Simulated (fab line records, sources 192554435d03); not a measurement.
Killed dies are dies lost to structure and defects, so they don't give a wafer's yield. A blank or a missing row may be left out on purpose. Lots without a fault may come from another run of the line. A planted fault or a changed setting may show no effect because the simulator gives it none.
Chamber matching | flow n5_finfet | N5_BEOL_M0_CO_CAP_123 on cvd_co-02: 3 sister chambers
The step material Co, precursor CCTBA/H2, target thk 2 nm, time 102.1 s. 18 wafers are shown with their chamber, then 9 later ones without.

WAFERS WITH THEIR CHAMBER
wafer  | chamber | heater_power_w (W)
L079.3 | 2       | 230
L079.5 | 2       | 234
L079.6 | 0       | 225
L080.1 | 0       | 220
L080.4 | 2       | 229
L080.5 | 1       | 238
L082.1 | 0       | 223
L082.2 | 2       | 225
L082.4 | 2       | 227
L083.4 | 1       | 237
L083.5 | 0       | 224
L083.6 | 2       | 229
L085.2 | 1       | 237
L085.3 | 2       | 234
L085.6 | 1       | 243
L090.1 | 0       | 222
L090.4 | 0       | 225
L090.6 | 2       | 238

SIGNATURES (means of the wafers above)
reading        | chamber 0 | chamber 1 | chamber 2 | scatter within a chamber
heater_power_w | 223.17    | 238.75    | 230.75    | 3.38
Rule: a wafer's distance from a chamber is the root of the sum, over the readings, of the square of ((its reading less the chamber's mean) divided by the reading's scatter). The wafer belongs to the nearest chamber; if the next one is less than 2 further off, it can't be placed. The scatter: the root of (the sum of the squares of (reading less its chamber's mean) over the shown wafers, divided by (wafers less chambers)).

WAFERS WITHOUT THEIR CHAMBER
wafer  | heater_power_w (W)
L089.1 | 243
L089.4 | 234
L089.6 | 239
L093.1 | 236
L093.5 | 231
L093.6 | 238
L097.2 | 222
L097.3 | 230
L097.6 | 222

WHICH CHAMBER EACH WENT THROUGH
wafer  | from the rows above     | in truth
L089.1 | 1                       | 1
L089.4 | can't be placed: 2 or 1 | 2
L089.6 | 1                       | 1
L093.1 | can't be placed: 1 or 2 | 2
L093.5 | 2                       | 2
L093.6 | can't be placed: 1 or 2 | 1
L097.2 | 0                       | 0
L097.3 | can't be placed: 2 or 0 | 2
L097.6 | 0                       | 0
Placed correctly: 5 of 9. Can't be placed from these rows: 4 (the true chamber is among the candidates in 4). Placed wrongly: 0.
